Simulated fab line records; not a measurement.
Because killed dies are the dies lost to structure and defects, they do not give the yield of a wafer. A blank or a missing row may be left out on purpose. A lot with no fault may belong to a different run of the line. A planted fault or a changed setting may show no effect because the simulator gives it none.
fab line records    flow n5Finfet
record: lots: 11  wafers: 29  lastDay: 17
route steps=1938 shown BEOL_M12@1618
lots with no fault: from the same line, run without faults
startH: hours from the record's first day to the start of the lot's first wafer shown    waitH: hours since the lot's step before    " as in the row above    L1.1+2: one row covering several wafers at once    - no value, or no start given    * or withheld: withheld    < > ~ a bound
route shown NAME@n: NAME is a module with steps in the file, n the number in the route of the first one    usual: average and standard deviation across the fault-free wafers    same: alike in all rows    chamber/n: place in a boat    sites: each site's reading    _std_site: how widely they spread, as a standard deviation    _edge_site: the outer-site mean with the inner-site mean subtracted    radiusMm: how far each site lies from the wafer's centre    mask NAME#n: copy n    behind: tool/chamber where the wafer was last shaped    hold: reason for holding the lot/hours on hold/outcome of the hold    device: names the non-switching transistor (n, p or np)    end of line: the route-end tests of the same wafers    a step given without rows: its recipe and nothing more    killed: dies lost to structure and defects at the first sort, not the wafer's yield    map: the dies of a wafer, with x for killed, . for not killed, _ for no die there
set.NAME: the run value of the setting; set.NAME@STEP: its run value at that earlier step    model.NAME: the simulator's own value behind a step, which no gauge read
the route's steps for a sample of lots (tables are steps, rows are wafers)
services: when a tool's chamber went out of use (startH, in hours from the record's first day, below 0 if earlier), for how many hours, and the reason
== steps ==
step: N5_BEOL_M12_STRIP_63
recipe: chemistry: N2/H2  powerW: 1000  tempC: 250  h2Frac: 0.65  overashFraction: 0.3  pressureMtorr: 1000  n2FlowSccm: 1750  h2FlowSccm: 3250
usual: chamberPressureMTorr: 1000.1/1.3  drypumpMotorCurrentA: 5.4/0.4  heaterPowerW: 314/12  oesProductAu: 0.693/0.0044  stripTimeToEndpointS: 42.8/0.86
lot.wafer  tool            chamber  startH  waitH  chamberPressureMTorr  drypumpMotorCurrentA  heaterPowerW  oesProductAu  rfHoursCounterH  stripTimeToEndpointS
L630.3     plasmaAsher-02  1        218.75  -      1001.4                5.8                   316           0.696         -                42.4
L630.4     "               0        "       "      1001.1                5.1                   331           0.688         -                43.4
L630.5     "               1        "       "      1002.2                5.8                   307           0.702         -                42.5
L631.2     plasmaAsher-01  0        230.33  -      1001.4                5.8                   311           0.689         70               42.9
L631.4     "               1        "       "      1000.5                4.9                   308           0.699         -                42.1
L631.6     "               0        "       "      998.8                 5.8                   313           0.698         -                41.1
L633.1     plasmaAsher-01  0        236.62  -      1000.7                5.8                   314           0.692         71               42.5
L633.2     "               1        "       "      1000.2                4.9                   300           0.690         71               42.6
L633.5     "               1        "       "      1001.4                4.9                   309           0.691         -                42.6
L634.1     plasmaAsher-01  1        241.02  -      1000.4                4.9                   303           0.696         72               42.6
L634.2     "               0        "       "      999.5                 5.8                   309           0.692         72               44.1
L634.6     "               0        "       "      1001.6                5.8                   307           0.689         -                44.0
L635.4     plasmaAsher-01  0        259.78  -      1000.1                5.8                   308           0.690         -                42.8
L635.5     "               0        "       "      1001.3                5.8                   308           0.692         -                43.7
L637.2     plasmaAsher-01  0        277.14  -      1000.7                5.8                   314           0.692         77               43.2
L637.4     "               0        "       "      1000.7                5.8                   318           0.697         -                42.4
L637.6     "               0        "       "      1000.3                5.8                   305           0.691         -                41.6
L642.1     plasmaAsher-02  1        291.40  -      999.3                 5.7                   314           0.696         132              43.6
L642.2     "               0        "       "      998.0                 5.1                   338           0.693         132              43.9
L642.5     "               0        "       "      999.2                 5.1                   333           0.697         -                42.2
L641.1     plasmaAsher-02  1        292.16  -      1000.6                5.8                   308           0.695         132              43.5
L641.6     "               0        "       "      1000.3                5.1                   332           0.696         -                43.6
L644.1     plasmaAsher-01  1        318.12  -      1000.2                4.9                   308           0.693         88               44.0
L644.3     "               0        "       "      990.2                 5.8                   308           0.697         -                43.2
L644.6     "               1        "       "      1001.0                4.9                   304           0.690         -                42.3
L650.1     plasmaAsher-02  1        347.59  -      1000.3                5.8                   310           0.696         139              42.8
L650.5     "               0        "       "      1000.4                5.1                   334           0.697         -                42.3
L652.5     plasmaAsher-01  1        369.87  -      999.7                 4.9                   305           0.685         -                41.1
L652.6     "               0        "       "      999.2                 5.8                   305           0.697         -                41.7
step: N5_BEOL_M12_OVL_MEAS_29
recipe: pointsPerWafer: 44
usual: M12_OVL: 3/5.2
lot.wafer  tool        chamber  startH  waitH  M12_OVL[nm]
L630.3     overlay-01  0        219.42  0.0    7
L630.4     "           0        "       "      0
L630.5     "           0        "       "      4
L631.2     overlay-02  0        230.91  0.0    8
L631.4     "           0        "       "      8
L631.6     "           0        "       "      5
L633.1     overlay-02  0        237.31  0.0    0
L633.2     "           0        "       "      -4
L633.5     "           0        "       "      0
L634.1     overlay-01  0        241.71  0.0    9
L634.2     "           0        "       "      9
L634.6     "           0        "       "      5
L635.4     overlay-01  0        260.33  0.0    3
L635.5     "           0        "       "      7
L637.2     overlay-02  0        277.84  0.0    5
L637.4     "           0        "       "      2
L637.6     "           0        "       "      8
L642.1     overlay-01  0        291.99  0.0    -1
L642.2     "           0        "       "      1
L642.5     "           0        "       "      0
L641.1     overlay-02  0        292.72  0.0    0
L641.6     "           0        "       "      1
L644.1     overlay-02  0        318.83  0.0    -4
L644.3     "           0        "       "      2
L644.6     "           0        "       "      6
L650.1     overlay-02  0        348.28  0.0    2
L650.5     "           0        "       "      3
L652.5     overlay-02  0        370.40  0.0    1
L652.6     "           0        "       "      2
step: N5_BEOL_M12_ETCH_67
recipe: chemistry: CF4  target: SiARC  targetDepthA: 1430  timeS: 238.3  ionEnergyEv: 80  pressureMtorr: 40  sourceW: 545  biasW: 36  Ar_flow_sccm: 100  cf4FlowSccm: 100  ends: cleared
usual: chamberPressureMTorr: 40.00/0.031  drypumpMotorCurrentA: 5.3/0.53  etchRfOnTimeS: 241/6.4  mfcArSccm: 100.0/0.33  oesProductAu: 0.70/0.081  rfVppV: 184.1/1.4  showerheadPlenumPTorr: 2.12/0.073  throttleValvePct: 15.48/0.26
lot.wafer  tool        chamber  startH  waitH  chamberPressureMTorr  drypumpMotorCurrentA  etchRfOnTimeS  mfcArSccm  oesProductAu  rfHoursCounterH  rfVppV  showerheadPlenumPTorr  throttleValvePct
L630.3     rieDiel-04  3        219.51  0.0    40.04                 4.8                   252            99.2       0.57          219              183.3   2.22                   16.04
L630.4     "           0        "       "      39.99                 5.4                   238            100.2      0.83          6                183.2   2.11                   15.62
L630.5     "           1        "       "      39.98                 5.3                   245            100.4      0.77          -                185.3   2.25                   15.24
L631.2     rieDiel-01  2        231.49  0.0    40.03                 6.3                   248            100.2      0.81          2                182.2   2.09                   15.30
L631.4     "           1        "       "      39.99                 4.7                   241            99.9       0.61          219              184.1   2.20                   15.78
L631.6     "           0        "       "      40.01                 4.9                   243            100.0      0.76          -                182.7   2.11                   15.50
L633.1     rieDiel-01  3        237.44  0.0    39.99                 4.9                   235            99.5       0.80          11               183.6   2.09                   15.10
L633.2     "           0        "       "      39.91                 4.9                   242            99.8       0.75          35               184.0   2.11                   15.50
L633.5     "           0        "       "      40.00                 4.9                   242            99.6       0.76          -                183.2   2.11                   15.50
L634.1     rieDiel-01  2        241.89  0.0    39.97                 6.3                   245            99.8       0.79          6                183.8   2.09                   15.30
L634.2     "           0        "       "      39.99                 4.9                   240            100.5      0.75          36               182.4   2.11                   15.51
L634.6     "           0        "       "      40.02                 4.9                   241            100.8      0.74          -                184.9   2.11                   15.51
L635.4     rieDiel-01  3        260.58  0.0    39.95                 4.8                   236            100.2      0.79          18               182.3   2.09                   15.10
L635.5     "           1        "       "      40.01                 4.7                   238            99.4       0.60          -                182.7   2.20                   15.79
L637.2     rieDiel-05  2        277.98  0.0    39.99                 5.2                   238            100.2      0.68          103              182.9   2.16                   15.29
L637.4     "           1        "       "      40.01                 6.4                   257            100.1      0.60          198              181.9   2.06                   15.77
L637.6     "           1        "       "      39.98                 6.4                   258            100.5      0.60          -                183.9   2.06                   15.74
L642.1     rieDiel-04  2        292.24  0.0    40.03                 5.3                   238            100.1      0.58          239              182.3   2.03                   15.52
L642.2     "           0        "       "      40.00                 5.4                   232            100.3      0.78          31               181.7   2.10                   15.66
L642.5     "           3        "       "      39.96                 4.9                   246            99.9       0.57          -                183.8   2.21                   16.07
L641.1     rieDiel-01  1        293.63  0.0    40.03                 4.7                   235            100.2      0.60          242              186.8   2.19                   15.83
L641.6     "           1        "       "      40.04                 4.7                   236            99.8       0.60          -                186.0   2.19                   15.81
L644.1     rieDiel-04  2        318.92  0.0    40.05                 5.3                   236            100.2      0.58          250              183.4   2.03                   15.53
L644.3     "           1        "       "      40.02                 5.3                   243            100.5      0.71          56               186.4   2.24                   15.31
L644.6     "           0        "       "      39.98                 5.4                   235            100.0      0.76          -                186.1   2.10                   15.69
L650.1     rieDiel-04  2        348.37  0.0    40.02                 5.3                   234            99.9       0.83          2                185.7   2.28                   15.00
L650.5     "           3        "       "      39.98                 4.9                   169            100.0      0.97          -                185.3   2.21                   15.59
L652.5     rieDiel-04  1        370.57  0.1    40.01                 5.3                   176            99.7       0.85          -                186.6   2.23                   15.34
L652.6     "           0        "       "      40.05                 5.5                   235            99.8       0.74          -                183.5   2.09                   15.71
step: N5_BEOL_M12_SPUTTER_43
recipe: material: TaN  targetThkA: 150  tempC: 50  biasV: 168.6  powerW: 15000  chamberPressurePa: 0.12  timeS: 24.19
usual: throttleValvePct: 30.1/0.98
lot.wafer  tool           chamber  startH  waitH  throttleValvePct
L630.3     pvdSputter-03  -        223.03  0.0    29.6
L630.4     "              -        "       "      29.8
L630.5     "              -        "       "      30.1
L631.2     pvdSputter-03  -        233.64  0.0    29.5
L631.4     "              -        "       "      30.2
L631.6     "              -        "       "      28.5
L633.1     pvdSputter-02  -        240.14  0.0    31.2
L633.2     "              -        "       "      29.4
L633.5     "              -        "       "      31.6
L634.1     pvdSputter-02  -        247.53  0.0    30.9
L634.2     "              -        "       "      30.4
L634.6     "              -        "       "      30.9
L635.4     pvdSputter-01  -        262.94  0.0    31.1
L635.5     "              -        "       "      31.1
L637.2     pvdSputter-01  -        280.03  0.0    29.4
L637.4     "              -        "       "      28.9
L637.6     "              -        "       "      29.2
L642.1     pvdSputter-03  -        293.95  0.0    28.3
L642.2     "              -        "       "      29.7
L642.5     "              -        "       "      29.4
L641.1     pvdSputter-03  -        296.71  0.0    28.4
L641.6     "              -        "       "      29.6
L644.1     pvdSputter-01  -        322.57  0.0    31.4
L644.3     "              -        "       "      29.2
L644.6     "              -        "       "      29.2
L650.1     pvdSputter-02  -        350.39  0.0    31.5
L650.5     "              -        "       "      31.0
L652.5     pvdSputter-02  -        372.09  0.0    31.4
L652.6     "              -        "       "      30.5
== services ==
tool            chamber  startH  hours  kind
rieDiel-01      3        197.18  -      clean
rieDiel-01      3        197.18  -      consumableReplace:focusRing
rieDiel-01      3        197.18  15.6   scheduledDown
rieDiel-01      3        197.18  15.6   ventCycle
rieDiel-01      2        212.78  -      clean
rieDiel-01      2        212.78  -      consumableReplace:focusRing
rieDiel-01      2        212.78  15.4   scheduledDown
rieDiel-01      2        212.78  15.4   ventCycle
rieDiel-04      -        235.24  2.8    pm
rieDiel-04      -        240.99  2.6    repair
rieDiel-05      1        254.24  8.0    repair
rieDiel-01      0        269.87  1.4    repair
rieDiel-05      -        282.41  10.9   repair
rieDiel-04      3        299.41  -      clean
rieDiel-04      3        299.41  -      consumableReplace:focusRing
rieDiel-04      3        299.41  19.9   scheduledDown
rieDiel-05      2        299.44  23.6   repair
plasmaAsher-02  -        310.69  15.2   repair
rieDiel-05      1        319.97  6.9    repair
rieDiel-04      2        320.59  4.6    repair
plasmaAsher-02  -        349.34  0.8    repair
rieDiel-01      1        350.04  2.2    repair
pvdSputter-03   -        366.40  10.0   repair
rieDiel-01      3        370.96  4.0    repair
== key ==
firstSign: step: N5_BEOL_M12_ETCH_67  reading: etchRfOnTimeS  direction: down  sigmas: 11  usual: *  struck: *
effect none on later readings
metAt N5_BEOL_M12_ETCH_67
struckLots L650,L652
struckWafers L650.5,L652.5
notActingAt N5_BEOL_M12_STRIP_63,N5_BEOL_M12_OVL_MEAS_29,N5_BEOL_M12_SPUTTER_43
onsetBetween 318.92 348.37
fault: kind: processParameterDrift  tool: rieDiel-04  chamber: -  onsetH: 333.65  steps: N5_BEOL_M12_ETCH_67  channel: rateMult  offset: 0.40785  shape: step  endH: 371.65  scope: struckWafersOnly
